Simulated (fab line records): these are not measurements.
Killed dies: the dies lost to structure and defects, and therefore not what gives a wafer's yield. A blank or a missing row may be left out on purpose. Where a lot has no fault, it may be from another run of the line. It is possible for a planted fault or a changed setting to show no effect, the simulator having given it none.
Matching of chambers | flow n5_finfet | cmp-02 running N5_BEOL_M3_CMP_52: 4 sister chambers
The step polishes, stops on SiOC, t overpolish 6.8 s, target thk 40 nm. 18 wafers are shown with their chamber, then 9 later ones without.

WAFERS, EACH WITH ITS CHAMBER
wafer  | chamber | motor_current_A (A) | time_to_endpoint_s (s) | barrier_field_endpoint_s (s)
L075.2 | 0       | 7.3                 | 60                     | 24.4
L075.5 | 1       | 6.6                 | 65                     | 25.9
L075.6 | 2       | 7.0                 | 60                     | 24.3
L082.1 | 1       | 6.6                 | 72                     | 25.7
L082.4 | 2       | 6.5                 | 59                     | 24.4
L082.5 | 3       | 5.7                 | 58                     | 24.2
L084.1 | 0       | 7.4                 | 64                     | 25.8
L084.2 | 2       | 7.2                 | 60                     | 24.4
L084.5 | 2       | 6.9                 | 60                     | 24.1
L083.1 | 3       | 5.4                 | 61                     | 24.9
L083.4 | 2       | 6.9                 | 62                     | 25.3
L083.5 | 1       | 6.0                 | 68                     | 27.0
L085.3 | 1       | 6.5                 | 67                     | 25.1
L085.4 | 0       | 7.3                 | 59                     | 24.5
L085.5 | 3       | 5.7                 | 55                     | 24.2
L088.1 | 0       | 7.3                 | 61                     | 24.5
L088.4 | 1       | 6.8                 | 67                     | 25.5
L088.5 | 1       | 6.6                 | 67                     | 25.9

SIGNATURES, as means of the wafers listed above
reading                  | chamber 0 | chamber 1 | chamber 2 | chamber 3 | scatter within a chamber
motor_current_A          | 7.325     | 6.517     | 6.900     | 5.600     | 0.223
time_to_endpoint_s       | 61.00     | 67.67     | 60.20     | 58.00     | 2.14
barrier_field_endpoint_s | 24.800    | 25.850    | 24.500    | 24.433    | 0.571
Rule: a wafer's distance from a chamber is the root of the sum, over the readings, of the square of ((its reading less the chamber's mean) divided by the reading's scatter). The wafer belongs to the nearest chamber; if the next one is less than 2 further off, it can't be placed. The scatter is the square root of a quotient: the sum, over the shown wafers, of each reading's squared deviation from its chamber's mean, divided by wafers minus chambers.

WAFERS WITH NO CHAMBER GIVEN
wafer  | motor_current_A (A) | time_to_endpoint_s (s) | barrier_field_endpoint_s (s)
L089.2 | 6.9                 | 61                     | 25.0
L089.4 | 6.6                 | 71                     | 27.0
L089.6 | 6.5                 | 59                     | 24.8
L093.2 | 5.6                 | 59                     | 24.2
L093.3 | 7.2                 | 59                     | 24.5
L093.5 | 7.4                 | 61                     | 25.0
L095.1 | 6.6                 | 60                     | 24.1
L095.3 | 5.8                 | 58                     | 24.6
L095.6 | 6.5                 | 66                     | 26.0

CHAMBER TAKEN BY EACH
wafer  | from the rows above     | in truth
L089.2 | can't be placed: 2 or 0 | 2
L089.4 | 1                       | 1
L089.6 | can't be placed: 2 or 0 | 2
L093.2 | 3                       | 3
L093.3 | can't be placed: 0 or 2 | 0
L093.5 | can't be placed: 0 or 2 | 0
L095.1 | can't be placed: 2 or 0 | 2
L095.3 | 3                       | 3
L095.6 | 1                       | 1
Correctly placed: 4 of 9. Unplaceable from these rows: 5, with the true chamber sitting among the candidates in 5. 0 placed wrongly.
